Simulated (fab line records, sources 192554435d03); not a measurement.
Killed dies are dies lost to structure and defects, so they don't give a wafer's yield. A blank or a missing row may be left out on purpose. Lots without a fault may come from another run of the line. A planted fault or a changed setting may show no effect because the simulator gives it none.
Which tool did it? | flow n5_finfet | 9 lots, 27 wafers sampled, at 5 steps of a route of 1938

WHAT THE GAUGES READ, wafer by wafer
N5_BEOL_M4_RC_MEAS_101.
lot  | measured     | on        | DIBL_N (mV/V)  | DIBL_P (mV/V)  | IOFF_N (nA/um)    | IOFF_P (nA/um) | ION_N (uA/um) | ION_P (uA/um) | RS_NWELL (ohm/sq) | SS_N (mV/dec)  | SS_P (mV/dec)  | VT_N (mV)         | VT_P (mV)
L716 | day 8 03:09  | prober-01 | 37.2 38.6 37.5 | 36.9 38.1 36.5 | 0.157 0.177 0.162 | 0.24 0.26 0.23 | 676 668 657   | 464 462 459   | 1029 1024 1035    | 71.4 71.9 71.5 | 73.3 73.2 73.3 | 248.2 253.6 249.9 | -248 -247 -248
L723 | day 11 07:40 | prober-01 | 36.3 36.8 36.4 | 37.0 37.3 37.7 | 0.138 0.147 0.150 | 0.22 0.22 0.22 | 667 666 674   | 464 465 465   | 1395 1401 1399    | 70.6 71.3 71.2 | 72.6 73.3 73.1 | 252.3 250.6 250.0 | -249 -247 -245
L724 | day 11 06:26 | prober-01 | 37.1 35.9 34.3 | 36.8 35.9 34.1 | 0.153 0.133 0.112 | 0.19 0.18 0.16 | 664 659 663   | 449 456 458   | 1402 1394 1388    | 71.8 71.8 71.4 | 73.2 73.1 72.6 | 253.2 252.5 255.3 | -255 -252 -252
L726 | day 11 22:44 | prober-01 | 38.0 37.0 37.2 | 35.9 35.4 35.6 | 0.161 0.153 0.164 | 0.21 0.20 0.21 | 670 677 663   | 460 460 459   | 1412 1409 1410    | 72.0 70.9 71.4 | 73.3 72.7 73.5 | 250.8 248.7 251.8 | -250 -251 -250
L727 | day 11 12:22 | prober-02 | 36.7 34.8 37.6 | 36.6 34.5 37.8 | 0.148 0.118 0.172 | 0.18 0.16 0.20 | 672 642 685   | 453 444 465   | 1029 1034 1032    | 72.1 71.1 71.5 | 73.4 72.6 74.0 | 252.0 254.9 248.0 | -254 -255 -252
L729 | day 12 03:29 | prober-01 | 34.0 36.8 38.0 | 32.8 36.6 38.7 | 0.113 0.164 0.192 | 0.14 0.19 0.22 | 661 675 672   | 452 455 452   | 1041 1031 1045    | 70.9 72.1 72.7 | 72.7 72.6 73.5 | 255.3 250.1 247.2 | -260 -254 -254
L732 | day 12 21:00 | prober-02 | 35.7 35.2 36.8 | 34.0 35.1 36.5 | 0.140 0.140 0.166 | 0.22 0.23 0.26 | 665 661 679   | 466 467 473   | 1035 1030 1028    | 71.0 71.2 71.3 | 72.2 72.9 73.4 | 254.9 252.9 251.1 | -248 -247 -244
L737 | day 13 12:50 | prober-01 | 35.1 36.8 36.6 | 33.8 36.1 35.9 | 0.138 0.174 0.166 | 0.20 0.25 0.23 | 674 677 688   | 470 461 474   | 1049 1043 1039    | 71.1 72.0 71.8 | 72.7 73.0 73.3 | 249.0 248.0 248.0 | -247 -247 -248
L738 | day 14 10:36 | prober-02 | 36.9 37.7 37.4 | 35.3 36.1 35.3 | 0.148 0.170 0.148 | 0.20 0.21 0.19 | 680 679 672   | 458 459 461   | 1030 1026 1034    | 70.7 72.0 71.9 | 72.9 73.4 72.2 | 251.6 249.5 249.1 | -250 -251 -251

WHICH TOOL RAN EACH LOT (tool, then ch and the chambers of the sampled wafers, then the start)
lot  | N5_ZERO_LAYER_PECVD_02         | N5_WELL_APT_IMPLANT_14         | N5_WELL_APT_DESCUM_30             | N5_WELL_APT_EPI_41
L716 | pecvd-01 ch 0,2, day 1 18:17   | implanter-02 ch 0, day 1 20:23 | rie_diel-01 ch 0,1,2, day 1 22:17 | epi_rpcvd-01 ch 0, day 1 23:25
L723 | pecvd-01 ch 0,2, day 3 12:19   | implanter-02 ch 0, day 3 14:12 | rie_diel-02 ch 1,2,3, day 3 15:08 | epi_rpcvd-01 ch 0, day 3 16:46
L724 | pecvd-04 ch 0,1, day 3 18:17   | implanter-02 ch 0, day 3 19:50 | rie_diel-06 ch 1,2, day 3 20:50   | epi_rpcvd-04 ch 0, day 3 21:59
L726 | pecvd-02 ch 0,2, day 4 06:17   | implanter-02 ch 0, day 4 08:06 | rie_diel-02 ch 0,1,3, day 4 09:06 | epi_rpcvd-01 ch 0, day 4 10:15
L727 | pecvd-02 ch 0,1,2, day 4 12:19 | implanter-01 ch 0, day 4 13:53 | rie_diel-01 ch 2,3, day 4 14:58   | epi_rpcvd-04 ch 0, day 4 16:22
L729 | pecvd-02 ch 0,1,2, day 5 00:17 | implanter-01 ch 0, day 5 02:26 | rie_diel-01 ch 0,2,3, day 5 03:28 | epi_rpcvd-01 ch 0, day 5 04:29
L732 | pecvd-01 ch 0,1,2, day 5 18:17 | implanter-01 ch 0, day 5 19:59 | rie_diel-06 ch 0,1,2, day 5 21:27 | epi_rpcvd-04 ch 0, day 5 22:31
L737 | pecvd-01 ch 0,1,2, day 7 00:17 | implanter-02 ch 0, day 7 01:56 | rie_diel-02 ch 0,2,3, day 7 03:08 | epi_rpcvd-01 ch 0, day 7 04:09
L738 | pecvd-01 ch 0,1, day 7 06:28   | implanter-02 ch 0, day 7 08:06 | rie_diel-02 ch 0,1,3, day 7 09:14 | epi_rpcvd-04 ch 0, day 7 10:15
- N5_ZERO_LAYER_PECVD_02: deposits SiO2 from SiH4/N2O, target thk 10 nm, time 6 s.
- N5_WELL_APT_IMPLANT_14
- N5_WELL_APT_DESCUM_30: chemistry O2, time 7.9 s.
- N5_WELL_APT_EPI_41: deposits Si from SiH4/H2, target thk 50 nm, time 297.7 s.

WHAT THE TOOLS THEMSELVES READ (means of the sampled wafers that have a number; where no wafer has one, the mark that the record gives instead)
N5_ZERO_LAYER_PECVD_02.
lot  | tool     | heater_power_w (W) | showerhead_plenum_p_Torr (Torr)
L716 | pecvd-01 | 783                | 7.93
L723 | pecvd-01 | 759                | 7.92
L724 | pecvd-04 | 795                | 8.07
L726 | pecvd-02 | 847                | 8.10
L727 | pecvd-02 | 787                | 8.12
L729 | pecvd-02 | 879                | 8.12
L732 | pecvd-01 | 721                | 7.91
L737 | pecvd-01 | 803                | 7.90
L738 | pecvd-01 | 794                | 7.87

N5_WELL_APT_IMPLANT_14.
lot  | tool         | dose_ions_cm2 | faraday_current_uA
L716 | implanter-02 | 1.5006e+13    | 192
L723 | implanter-02 | 8.7777e+12    | 111
L724 | implanter-02 | 8.7740e+12    | 112
L726 | implanter-02 | 8.7750e+12    | 113
L727 | implanter-01 | 1.4980e+13    | 190
L729 | implanter-01 | 1.4986e+13    | 192
L732 | implanter-01 | 1.4981e+13    | 189
L737 | implanter-02 | 1.5000e+13    | 191
L738 | implanter-02 | 1.4990e+13    | 184

N5_WELL_APT_DESCUM_30.
lot  | tool        | chamber_pressure_mTorr (mTorr) | drypump_motor_current_A (A) | oes_product_au (a.u.) | rf_vpp_V (V) | showerhead_plenum_p_Torr (Torr) | throttle_valve_pct (%)
L716 | rie_diel-01 | 20.002                         | 5.1                         | 0.79                  | 241.3        | 1.99                            | 20.49
L723 | rie_diel-02 | 19.991                         | 5.5                         | 0.79                  | 242.8        | 2.13                            | 20.46
L724 | rie_diel-06 | 20.000                         | 6.2                         | 0.71                  | 242.0        | 2.02                            | 20.74
L726 | rie_diel-02 | 20.014                         | 5.7                         | 0.82                  | 244.9        | 2.17                            | 20.50
L727 | rie_diel-01 | 20.016                         | 5.1                         | 0.73                  | 242.1        | 2.00                            | 20.64
L729 | rie_diel-01 | 19.991                         | 5.2                         | 0.72                  | 242.4        | 2.02                            | 20.58
L732 | rie_diel-06 | 20.012                         | 6.0                         | 0.75                  | 242.6        | 2.09                            | 20.57
L737 | rie_diel-02 | 19.998                         | 5.6                         | 0.75                  | 243.4        | 2.12                            | 20.51
L738 | rie_diel-02 | 20.027                         | 5.7                         | 0.78                  | 243.5        | 2.16                            | 20.52

N5_WELL_APT_EPI_41.
lot  | tool         | lamp_inner_pct (%) | throttle_valve_pct (%)
L716 | epi_rpcvd-01 | 16.2               | 11.32
L723 | epi_rpcvd-01 | 16.2               | 11.23
L724 | epi_rpcvd-04 | 15.3               | 11.13
L726 | epi_rpcvd-01 | 16.2               | 11.40
L727 | epi_rpcvd-04 | 15.3               | 11.29
L729 | epi_rpcvd-01 | 16.1               | 11.39
L732 | epi_rpcvd-04 | 15.2               | 11.36
L737 | epi_rpcvd-01 | 16.1               | 11.34
L738 | epi_rpcvd-04 | 15.2               | 11.55

THE ANSWER, worked out from the rows above alone
Rule: what is usual is taken from the lots themselves. Put in order of their means at a reading, lots are off if they are a third of the lots or fewer, leave a main group of 4 or more, and stand apart from it by a gap of 3 or more times the standard deviation of the main group's means; of several such gaps the widest counts. A main group whose means are all the same, to the digits that the tables above print for the reading, isn't used. A lot without any number at a reading at which 4 lots or more have one is off too. The other lots that the step has rows for count as sound. The gauges are gone through in route order, then the tools' own readings, and for those a lot's mean is taken as printed above. The first step at which some lot is off is used, and at that step the reading that is off furthest; a lot without a number counts as furthest.
Off: L723, L724, L726, at N5_BEOL_M4_RC_MEAS_101 (RS_NWELL). The main group: mean 1034 ohm/sq, standard deviation 5.3.
A tool fits if, at a process step before that reading, it ran every lot that is off, and no sound lot after the first of them. The gauges at N5_BEOL_M4_RC_MEAS_101 aren't tried: what is off there is off at N5_WELL_APT_IMPLANT_14 too, on other tools, and a gauge's error can't cause that. None of those tried fits.

WHAT THE SIMULATOR HAD PUT IN
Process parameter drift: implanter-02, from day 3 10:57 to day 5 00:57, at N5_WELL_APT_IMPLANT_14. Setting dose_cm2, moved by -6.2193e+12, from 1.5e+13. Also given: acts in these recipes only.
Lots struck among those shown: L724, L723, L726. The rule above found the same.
